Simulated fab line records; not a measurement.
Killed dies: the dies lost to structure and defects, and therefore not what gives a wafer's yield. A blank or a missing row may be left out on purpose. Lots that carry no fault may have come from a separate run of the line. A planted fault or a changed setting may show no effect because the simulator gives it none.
Chamber matching	flow n5 finfet	3 sister chambers for N5_BEOL_M10_DEP_56 on pecvd-01
The step deposits SiCN from 3MS/NH3, target thk 15 nm, time 26.5 s. 6 wafers are shown with their chamber, then 9 later ones without.

== WAFERS PAIRED WITH THEIR CHAMBERS ==
wafer	chamber	throttle valve pct (%)	showerhead plenum p Torr (Torr)
L080.5	0	8.1	3.641
L081.1	0	8.3	3.647
L083.4	1	8.8	3.639
L087.1	2	8.3	3.665
L087.4	2	8.6	3.656
L087.5	1	8.6	3.653

== WAFERS WITH NO CHAMBER GIVEN ==
wafer	throttle valve pct (%)	showerhead plenum p Torr (Torr)
L088.2	8.1	3.651
L088.5	8.0	3.642
L088.6	9.0	3.648
L090.1	8.6	3.658
L090.2	8.8	3.633
L090.6	8.8	3.647
L093.1	8.6	3.644
L093.4	8.7	3.641
L093.5	8.3	3.650

== EACH ONE'S CHAMBER ==
wafer	from the rows above	in truth
L088.2	can't be placed: 0 or 2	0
L088.5	0	0
L088.6	can't be placed: 1 or 2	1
L090.1	can't be placed: 2 or 1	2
L090.2	can't be placed: 1 or 0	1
L090.6	1	1
L093.1	can't be placed: 1 or 0 or 2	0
L093.4	1	1
L093.5	can't be placed: 0 or 2 or 1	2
Placed correctly: 3 of 9. Unplaceable from these rows: 6, with the true chamber sitting among the candidates in 6. 0 placed wrongly.
How it was worked out, from the rows above alone: a wafer's distance from a chamber is the root of the sum, over the readings, of the square of ((its reading less the chamber's mean) divided by the reading's scatter). If the next closest chamber is less than 2 further off than the closest, the wafer can't be placed; otherwise it belongs to the closest. Each chamber's mean is taken over the wafers shown for it. The scatter: the root of (the sum of the squares of (reading less its chamber's mean) over the shown wafers, divided by (wafers less chambers)).
